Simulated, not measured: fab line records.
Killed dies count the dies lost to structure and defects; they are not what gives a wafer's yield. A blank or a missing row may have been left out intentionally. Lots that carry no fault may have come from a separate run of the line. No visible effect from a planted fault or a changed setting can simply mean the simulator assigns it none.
One fault seen from 2 desks    flow n5_finfet    only its own numbers are on each desk; what lay behind them is given at the end

== AT THE METROLOGY DESK ==
What the gauges read, lot by lot, whatever tool the lot ran on: means of the sampled wafers that have a number. Any lot whose mean is over 4 standard deviations away from the usual mean is out of limits and marked OUT; that distance is given in the brackets. Readings shown: 7 of its 11, picked as those furthest out on some lot.
Columns: A = cd_nm at N5_BEOL_M0_SAQP_CD_MEAS_25, usual 12.78 nm; B = DIBL_N at N5_BEOL_M4_RC_MEAS_101, usual 36.6 mV/V; C = DIBL_P at N5_BEOL_M4_RC_MEAS_101, usual 36.3 mV/V; D = IOFF_P at N5_BEOL_M4_RC_MEAS_101, usual 0.21 nA/um; E = ION_N at N5_BEOL_M4_RC_MEAS_101, usual 671 uA/um; F = SS_P at N5_BEOL_M4_RC_MEAS_101, usual 73.3 mV/dec; G = VT_N at N5_BEOL_M4_RC_MEAS_101, usual 250 mV
lot   first seen here  A      B     C     D     E    F     G
L398  day 6 09:11      12.82  36.6  36.7  0.23  682  73.7  248
L399  day 6 16:47      12.95  37.6  37.1  0.21  672  73.1  249
L402  day 7 06:43      12.72  38.2  37.6  0.26  677  73.7  247
L412  day 9 22:11      12.44  33.6  33.3  0.19  668  73.2  254
L413  day 10 01:56     12.78  34.8  35.4  0.19  668  72.8  251
L416  day 10 20:15     12.81  35.0  33.4  0.20  657  72.5  252
This desk found nothing out of limits on any of the 6 lots.

== THE TOOL OWNER'S DESK: litho_track-01 ==
The tool's own readings at N5_BEOL_M0_SAQP_COAT_105 (time 60 s, resist thk 100 nm): means of the sampled wafers that have a number, for each lot that ran on this tool. Any lot whose mean is over 4 standard deviations away from the usual mean is out of limits and marked OUT; that distance is given in the brackets.
Columns: A = resist_line_temp_C at N5_BEOL_M0_SAQP_COAT_105, usual 23.00 C; B = spin_speed_rpm at N5_BEOL_M0_SAQP_COAT_105, usual 1499.9 rpm
lot   first seen here  A      B
L399  day 6 17:26      23.01  1558.6 (+59) OUT
L402  day 7 07:24      22.92  1558.7 (+59) OUT
L416  day 10 20:53     23.00  1500.2
This desk's finding: out of limits on L399, L402; first on L399, day 6 17:26 (spin_speed_rpm at N5_BEOL_M0_SAQP_COAT_105). In limits: L416.

== BROUGHT TOGETHER ==
On L399, L402, at day 6 17:26, an alarm was possible from the tool owner's desk.
At the metrology desk, nothing out of limits was observed.
The metrology desk holds a record of L399, L402, inside its limits.
The lots listed all ran N5_BEOL_M0_SAQP_COAT_105 on litho_track-01.

== WHAT HAD BEEN PUT IN BY THE SIMULATOR ==
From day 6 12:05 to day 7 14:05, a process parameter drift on litho_track-01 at N5_BEOL_M0_SAQP_COAT_105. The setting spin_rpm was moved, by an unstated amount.
Shown lots that were struck: L399, L402.
Time in hours from fault onset to the first out-of-limits reading at each desk: the tool owner's desk, 5.
